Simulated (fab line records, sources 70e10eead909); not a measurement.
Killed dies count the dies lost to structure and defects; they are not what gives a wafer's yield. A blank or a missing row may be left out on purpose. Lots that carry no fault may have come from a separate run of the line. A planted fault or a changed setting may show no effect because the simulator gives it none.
fab line records -- flow nand-harc
record lots=6, wafers=18, last-day=31
route steps=1302 shown P_GATE@126 END@1302
lots with no fault: from the same line, run without faults
start-h: the number of hours between the record's first day and the start of the first shown wafer of the lot -- wait-h: hours since the lot's step before -- " as in the row above -- L1.1+2: a single row standing in for several wafers -- - either no value or no given start -- * or withheld: withheld -- < > ~ a bound
route shown NAME@n: a module of which the file shows steps, and the number in the route of the first -- usual: the fault-free wafers' mean and standard deviation -- same: alike in all rows -- chamber/n: place in a boat -- sites: per-site readings -- _std_site: how widely they spread, as a standard deviation -- _edge_site: mean of outer sites minus mean of inner sites -- radius-mm: for every site, how far away it sits from the centre of the wafer -- mask NAME#n: copy n -- behind: tool/chamber where the wafer was last shaped -- hold: why the lot was held/for how many hours/how that ended -- device: names the non-switching transistor (n, p or np) -- end of line: tests of these same wafers at the route's end -- a step without rows: its recipe alone -- killed: the dies lost at the first sort to structure and to defects; this is not the yield of the wafer -- map: shows each die of a wafer: x if killed, . if not, _ if none is there
set.NAME: setting as actually run; set.NAME@STEP: the setting as run at that earlier step -- model.NAME: the simulator's own value behind a step, which no gauge read
lots seen at some steps along the route; tables by step, rows by wafer
services: when a tool's chamber went out of use (start-h, in hours from the record's first day, below 0 if earlier), for how many hours, and the reason
## steps
# step NHARC_P_GATE_STRIP_15
# recipe time-s=780, temp-c=130, chemistry=SPM
# step NHARC_P_GATE_PRECLEAN_71
# recipe time-s=*, temp-c=50, bath-age-min=0, chemistry=SC1
# step NHARC_P_GATE_SRD_72
# step NHARC_P_GATE_OXIDE_16
# recipe target-thk-a=30, temp-c=875, ox-time-s=392, material=SiO2
# step NHARC_P_GATE_CVD_17
# recipe target-thk-a=1500, temp-c=620, time-s=900, material=poly-Si
# step NHARC_P_GATE_HM_DEP_102
# recipe target-thk-a=1200, temp-c=400, material=aC
# usual throttle-valve-pct=35.001/0.0093
lot.wafer,tool,chamber,start-h,wait-h,throttle-valve-pct
L540.1,acl-dep-01,0,95.87,0.4,35.019
L540.2,acl-dep-01,0,95.87,0.4,35.005
L540.5,acl-dep-01,0,95.87,0.4,34.985
L543.2,acl-dep-02,0,131.65,5.0,35.001
L543.3,acl-dep-02,0,131.65,5.0,35.004
L543.4,acl-dep-02,0,131.65,5.0,35.006
L546.1,acl-dep-02,0,155.09,0.8,35.006
L546.2,acl-dep-02,0,155.09,0.8,35.009
L546.4,acl-dep-02,0,155.09,0.8,34.998
L550.3,acl-dep-02,0,201.82,1.6,34.981
L550.5,acl-dep-02,0,201.82,1.6,34.999
L550.6,acl-dep-02,0,201.82,1.6,35.007
L557.1,acl-dep-01,0,266.53,3.2,34.993
L557.3,acl-dep-01,0,266.53,3.2,35.001
L557.5,acl-dep-01,0,266.53,3.2,35.012
L559.3,acl-dep-01,0,280.57,0.6,35.008
L559.5,acl-dep-01,0,280.57,0.6,35.000
L559.6,acl-dep-01,0,280.57,0.6,35.008
# step NHARC_P_GATE_DEP_103
# recipe target-thk-a=300, target-thk-nm=30, temp-c=400, flow-sccm=200, rf-w=350, material=SiON
# usual heater-power-w=718/69
lot.wafer,tool,chamber,start-h,wait-h,heater-power-w
L540.2,pecvd-01,2,96.53,0.4,765
L540.1,pecvd-01,1,96.53,0.4,777
L540.5,pecvd-01,2,96.53,0.4,757
L543.3,pecvd-03,1,132.23,0.4,609
L543.2,pecvd-03,2,132.23,0.4,705
L543.4,pecvd-03,1,132.23,0.4,612
L546.1,pecvd-03,1,155.75,0.6,630
L546.2,pecvd-03,2,155.75,0.6,692
L546.4,pecvd-03,2,155.75,0.6,675
L550.3,pecvd-04,1,202.36,0.4,802
L550.6,pecvd-04,2,202.36,0.4,587
L550.5,pecvd-04,1,202.36,0.4,828
L557.1,pecvd-01,2,267.21,0.6,657
L557.3,pecvd-01,1,267.21,0.6,676
L557.5,pecvd-01,2,267.21,0.6,651
L559.3,pecvd-01,1,281.07,0.4,767
L559.6,pecvd-01,0,281.07,0.4,806
L559.5,pecvd-01,1,281.07,0.4,781
# step NHARC_P_GATE_DEHYDRATE_18
# recipe temp-c=150, time-s=120
# step NHARC_P_GATE_HMDS_19
# recipe time-s=30
# step NHARC_P_GATE_COAT_20
# recipe spin-rpm=1500, resist-thk-nm=90
# step NHARC_P_GATE_SOFTBAKE_21
# recipe temp-c=105, time-s=55
# step NHARC_P_GATE_EBR_22
# step NHARC_P_GATE_EXPOSE_23
# recipe na=1.35, target-cd-nm=120, dose-mj=93.91, mask-id=P_GATE
# usual exposure-dose-mJ-cm2=93.92/0.089
lot.wafer,tool,chamber,start-h,wait-h,mask,exposure-dose-mJ-cm2
L540.1,arfi-scanner-01,0,97.07,-,P_GATE#0,93.84
L540.2,arfi-scanner-01,0,97.07,-,P_GATE#0,93.95
L540.5,arfi-scanner-01,0,97.07,-,P_GATE#0,93.91
L543.2,arfi-scanner-02,0,132.65,-,P_GATE#0,93.93
L543.3,arfi-scanner-02,0,132.65,-,P_GATE#0,93.88
L543.4,arfi-scanner-02,0,132.65,-,P_GATE#0,93.99
L546.1,arfi-scanner-01,0,156.29,-,P_GATE#0,95.67
L546.2,arfi-scanner-01,0,156.29,-,P_GATE#0,95.76
L546.4,arfi-scanner-01,0,156.29,-,P_GATE#0,95.59
L550.3,arfi-scanner-01,0,202.85,-,P_GATE#0,95.63
L550.5,arfi-scanner-01,0,202.85,-,P_GATE#0,95.60
L550.6,arfi-scanner-01,0,202.85,-,P_GATE#0,95.58
L557.1,arfi-scanner-02,0,267.75,-,P_GATE#0,93.90
L557.3,arfi-scanner-02,0,267.75,-,P_GATE#0,93.92
L557.5,arfi-scanner-02,0,267.75,-,P_GATE#0,94.03
L559.3,arfi-scanner-02,0,281.57,-,P_GATE#0,93.80
L559.5,arfi-scanner-02,0,281.57,-,P_GATE#0,93.81
L559.6,arfi-scanner-02,0,281.57,-,P_GATE#0,93.98
# step NHARC_P_GATE_PEB_24
# recipe peb-temp-c=100, peb-time-s=65
# step NHARC_END_SORT_01
# recipe temp-c=25
# usual killed-at-array=49/18, killed-at-other=0.7/1.1, killed-at-periphery=4.0/2.6, killed-dies=54/19, killed-open=3.4/1.7, killed-short=2.5/1.7
# same gross-dies=677
lot.wafer,tool,chamber,start-h,wait-h,killed-at-array,killed-at-other,killed-at-periphery,killed-dies,killed-open,killed-short
L540.1,prober-01,0,559.36,2.5,64,0,2,66,3,6
L540.2,prober-01,0,560.16,2.8,51,0,5,56,5,4
L540.5,prober-01,0,562.57,3.7,66,2,5,73,1,1
L543.2,prober-01,0,591.10,2.8,40,1,2,43,3,3
L543.3,prober-01,0,591.91,3.1,36,0,2,38,4,2
L543.4,prober-01,0,592.72,3.4,34,0,2,36,2,2
L546.1,prober-02,0,602.66,2.5,67,1,3,71,0,3
L546.2,prober-02,0,603.46,2.8,58,0,5,63,3,3
L546.4,prober-02,0,605.05,3.4,80,0,3,83,0,3
L550.3,prober-02,0,660.26,3.0,30,0,2,32,1,6
L557.1,prober-01,0,735.02,2.5,64,0,6,70,5,2
L557.3,prober-01,0,736.60,3.1,59,0,3,62,5,1
L557.5,prober-01,0,738.19,3.7,69,2,3,74,6,3
L559.3,prober-01,0,745.30,3.1,23,0,4,27,3,1
L559.5,prober-01,0,746.91,3.7,17,1,2,20,3,0
L559.6,prober-01,0,747.72,4.0,22,0,1,23,2,4
# killed by level:class
L540.1 A_CHANNEL_HOLE_D1:chamber-film-flake=30 A_SLIT:chamber-film-flake=16 A_CONTACT:chamber-film-flake=5 A_SGD_CUT:chamber-film-flake=3 A_CHANNEL_FILL_D2:geometric-particle:short=2 A_WL_FILL:geometric-particle:short=2 P_GATE:geometric-particle:open=1 A_CHANNEL_HOLE_D1:geometric-particle:open=1
L540.2 A_SLIT:chamber-film-flake=18 A_CHANNEL_HOLE_D1:chamber-film-flake=14 A_CONTACT:chamber-film-flake=7 A_CHANNEL_HOLE_D2:chamber-film-flake=4 A_WL_FILL:geometric-particle:open=3 P_ZERO_WELL:chamber-film-flake=2 P_GATE:geometric-particle:short=1 P_M0:geometric-particle:open=1
L540.5 A_CHANNEL_HOLE_D1:chamber-film-flake=33 A_SLIT:chamber-film-flake=17 A_CONTACT:chamber-film-flake=7 A_CHANNEL_HOLE_D2:chamber-film-flake=5 P_ZERO_WELL:chamber-film-flake=2 P_GATE:chamber-film-flake=2 A_SGD_CUT:chamber-film-flake=2 THIN_TSV:chamber-film-flake=2
L543.2 A_SLIT:chamber-film-flake=21 A_CHANNEL_HOLE_D2:chamber-film-flake=6 A_STAIRCASE:chamber-film-flake=4 A_CHANNEL_FILL_D2:chamber-film-flake=2 P_M1:geometric-particle:short=1 A_SOURCE_PLATE:geometric-particle:short=1 A_ONON_D1:geometric-particle:open=1 A_CHANNEL_FILL_D1:geometric-particle:open=1
L543.3 A_SLIT:chamber-film-flake=15 A_CHANNEL_HOLE_D2:chamber-film-flake=6 A_STAIRCASE:chamber-film-flake=3 P_CONTACT:geometric-particle:open=2 A_CHANNEL_HOLE_D1:chamber-film-flake=2 A_CHANNEL_FILL_D1:chamber-film-flake=2 A_CHANNEL_FILL_D2:chamber-film-flake=2 A_SOURCE_PLATE:geometric-particle:open=1
L543.4 A_SLIT:chamber-film-flake=19 A_CHANNEL_HOLE_D2:chamber-film-flake=6 A_STAIRCASE:chamber-film-flake=3 A_CHANNEL_HOLE_D1:chamber-film-flake=2 P_CONTACT:geometric-particle:open=1 P_M0:geometric-particle:open=1 A_ONON_D2:geometric-particle:short=1 A_BLC:geometric-particle:short=1
L546.1 A_CHANNEL_HOLE_D1:chamber-film-flake=26 A_SLIT:chamber-film-flake=22 A_CHANNEL_HOLE_D2:chamber-film-flake=8 P_ZERO_WELL:chamber-film-flake=3 A_CONTACT:chamber-film-flake=3 A_CHANNEL_FILL_D1:chamber-film-flake=3 A_STAIRCASE:chamber-film-flake=2 A_CHANNEL_FILL_D1:geometric-particle:short=1
L546.2 A_SLIT:chamber-film-flake=28 A_CHANNEL_HOLE_D1:chamber-film-flake=12 A_CHANNEL_HOLE_D2:chamber-film-flake=5 A_CONTACT:chamber-film-flake=5 A_CHANNEL_FILL_D1:geometric-particle:short=2 P_BONDPAD:chamber-film-flake=2 A_DECK1_JOINT:chamber-film-flake=2 P_GATE:geometric-particle:open=1
L546.4 A_CHANNEL_HOLE_D1:chamber-film-flake=35 A_SLIT:chamber-film-flake=31 A_CHANNEL_HOLE_D2:chamber-film-flake=7 A_CHANNEL_FILL_D2:geometric-particle:short=2 A_STAIRCASE:chamber-film-flake=2 A_CHANNEL_FILL_D1:geometric-particle:short=1 P_ZERO_WELL:chamber-film-flake=1 P_STI:chamber-film-flake=1
L550.3 A_CHANNEL_HOLE_D1:chamber-film-flake=12 A_STAIRCASE:chamber-film-flake=4 A_CONTACT:chamber-film-flake=4 A_CHANNEL_HOLE_D2:unspecified=2 P_STI:geometric-particle:short=1 P_GATE:geometric-particle:short=1 A_CHANNEL_FILL_D1:geometric-particle:short=1 A_DECK1_JOINT:geometric-particle:short=1
L557.1 A_SLIT:chamber-film-flake=21 A_CHANNEL_HOLE_D1:chamber-film-flake=18 A_CHANNEL_HOLE_D2:chamber-film-flake=13 A_CONTACT:chamber-film-flake=4 A_CHANNEL_FILL_D2:geometric-particle:open=2 P_CONTACT:geometric-particle:open=1 P_M0:geometric-particle:open=1 P_M1:geometric-particle:short=1
L557.3 A_CHANNEL_HOLE_D1:chamber-film-flake=18 A_CHANNEL_HOLE_D2:chamber-film-flake=15 A_SLIT:chamber-film-flake=14 A_WL_FILL:chamber-film-flake=3 A_CONTACT:chamber-film-flake=3 P_M0:geometric-particle:open=2 P_CONTACT:geometric-particle:open=1 A_CHANNEL_HOLE_D1:geometric-particle:open=1
L557.5 A_SLIT:chamber-film-flake=22 A_CHANNEL_HOLE_D2:chamber-film-flake=17 A_CHANNEL_HOLE_D1:chamber-film-flake=16 A_CONTACT:chamber-film-flake=4 A_WL_FILL:geometric-particle:open=2 A_CHANNEL_FILL_D1:chamber-film-flake=2 P_CONTACT:geometric-particle:open=1 P_CONTACT:geometric-particle:short=1
L559.3 A_CHANNEL_HOLE_D1:chamber-film-flake=9 A_STAIRCASE:chamber-film-flake=4 A_SLIT:chamber-film-flake=3 A_WL_FILL:chamber-film-flake=3 A_ONON_D1:geometric-particle:open=2 P_BONDPAD:chamber-film-flake=2 P_M0:geometric-particle:open=1 P_M0:geometric-particle:short=1
L559.5 A_CHANNEL_HOLE_D1:chamber-film-flake=9 A_STAIRCASE:chamber-film-flake=2 A_CONTACT:chamber-film-flake=2 P_M0:geometric-particle:open=1 A_SOURCE_PLATE:geometric-particle:open=1 A_M1:geometric-particle:open=1 P_BONDPAD:chamber-film-flake=1 A_SLIT:chamber-film-flake=1
L559.6 A_CHANNEL_HOLE_D1:chamber-film-flake=11 A_CHANNEL_FILL_D1:geometric-particle:open=2 A_SLIT:chamber-film-flake=2 P_M2:geometric-particle:short=1 A_DECK1_JOINT:geometric-particle:short=1 A_STAIRCASE:geometric-particle:short=1 A_WL_FILL:geometric-particle:short=1 A_CHANNEL_HOLE_D2:chamber-film-flake=1
## services
tool,chamber,start-h,hours,kind
arfi-scanner-01,-,80.00,4.0,pm
pecvd-03,-,82.65,6.1,repair
pecvd-04,-,88.00,13.0,pm
arfi-scanner-01,0,92.29,-,calibration
pecvd-01,-,130.00,13.0,pm
pecvd-01,0,130.00,13.0,vent-cycle
pecvd-01,1,130.00,13.0,vent-cycle
pecvd-01,2,130.00,13.0,vent-cycle
arfi-scanner-02,-,141.12,4.0,pm
pecvd-01,0,143.00,-,clean
pecvd-01,1,143.00,-,clean
pecvd-01,2,143.00,-,clean
arfi-scanner-02,0,154.27,-,calibration
pecvd-04,-,158.13,1.7,repair
arfi-scanner-02,-,177.04,1.6,repair
arfi-scanner-01,-,180.43,5.7,repair
arfi-scanner-02,-,183.37,0.6,repair
pecvd-03,-,185.09,13.0,pm
acl-dep-01,-,188.35,13.0,pm
pecvd-04,0,219.18,6.3,repair
acl-dep-02,-,242.40,13.0,pm
arfi-scanner-01,-,252.00,4.0,pm
arfi-scanner-01,0,258.29,-,calibration
pecvd-04,-,269.00,13.0,pm
## key
first-sign step=NHARC_P_GATE_EXPOSE_23, reading=exposure-dose-mJ-cm2, direction=up, sigmas=19, usual=93.92, struck=95.64
effect none on later readings
met-at NHARC_P_GATE_EXPOSE_23
struck-wafers L546.1,L546.2,L546.4,L550.3,L550.5,L550.6
tester-left-out L546,L550
onset-between 97.07 156.29
fault kind=process-parameter-drift, tool=arfi-scanner-01, chamber=-, onset-h=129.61, steps=NHARC_P_GATE_EXPOSE_23, channel=dose-mj, offset=1.6055, shape=step, acts-in=these-recipes-only, stated=93.91
# tester-left-out: of these lots the tester's yield and bins aren't shown, on N5 and GAA mostly nor the transistor test; their killed dies are dies lost to structure and defects alone, not to doping, threshold or leakage, so they don't give the yield
